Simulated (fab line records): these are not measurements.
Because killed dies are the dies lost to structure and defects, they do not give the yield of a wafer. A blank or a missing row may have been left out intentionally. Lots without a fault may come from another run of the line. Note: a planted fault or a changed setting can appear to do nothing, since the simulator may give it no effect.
2 desks, one fault | flow n5-finfet | each desk has only its own numbers; what lay behind them comes last

## AT THE TOOL OWNER'S DESK: rie-diel-06
The tool's own readings at N5_BEOL_M15_ETCH_38 (etches SiCN in CF4/N2, target depth 106.4 nm, time 120.5 s): means of the sampled wafers that have a number, for each lot that ran on this tool. If a lot's mean is further than 4 standard deviations from the usual mean, the lot is out of limits and carries the mark OUT (the distance appears in the brackets).
Columns: A = drypump-motor-current-A at N5_BEOL_M15_ETCH_38, usual 5.9 A; B = oes-product-au at N5_BEOL_M15_ETCH_38, usual 0.82 a.u.; C = rf-vpp-V at N5_BEOL_M15_ETCH_38, usual 382.1 V; D = showerhead-plenum-p-Torr at N5_BEOL_M15_ETCH_38, usual 2.20 Torr; E = throttle-valve-pct at N5_BEOL_M15_ETCH_38, usual 15.36 %
lot  | first seen here | A   | B    | C     | D    | E
L867 | day 12 01:11    | 5.8 | 0.88 | 383.9 | 2.24 | 15.35
L866 | day 12 09:49    | 5.7 | 0.87 | 382.8 | 2.24 | 15.27
L877 | day 15 06:00    | 5.7 | 0.82 | 382.9 | 2.23 | 15.41
L881 | day 16 12:55    | 5.9 | 0.85 | 382.9 | 2.21 | 15.44
L882 | day 17 09:21    | 6.0 | 0.79 | 381.2 | 2.17 | 15.47
Finding of this desk: none of the 5 lots has anything out of limits.

## FROM THE METROLOGY DESK
What the gauges read, lot by lot, whatever tool the lot ran on: means of the sampled wafers that have a number. If a lot's mean is further than 4 standard deviations from the usual mean, the lot is out of limits and carries the mark OUT (the distance appears in the brackets).
Columns: A = cd-nm at N5_PASSIVATION_CD_MEAS_30, usual 4002.0 nm
lot  | first seen here | A
L867 | day 12 11:08    | 4000.2
L866 | day 12 18:29    | 4003.5
L869 | day 12 20:28    | 4001.3
L873 | day 13 19:43    | 3999.8
L871 | day 13 22:30    | 4000.4
L877 | day 15 16:32    | 4000.4
L881 | day 16 23:40    | 4001.1
L884 | day 17 05:24    | 4001.2
L885 | day 17 11:13    | 4000.3
L882 | day 17 18:41    | 4004.2
L883 | day 18 07:37    | 4002.8
L887 | day 18 19:07    | 4003.7
Finding of this desk: none of the 12 lots has anything out of limits.

## ALL TOGETHER
The tool owner's desk saw nothing out of limits.
At the metrology desk, nothing out of limits was observed.

## WHAT WAS PUT IN BY THE SIMULATOR
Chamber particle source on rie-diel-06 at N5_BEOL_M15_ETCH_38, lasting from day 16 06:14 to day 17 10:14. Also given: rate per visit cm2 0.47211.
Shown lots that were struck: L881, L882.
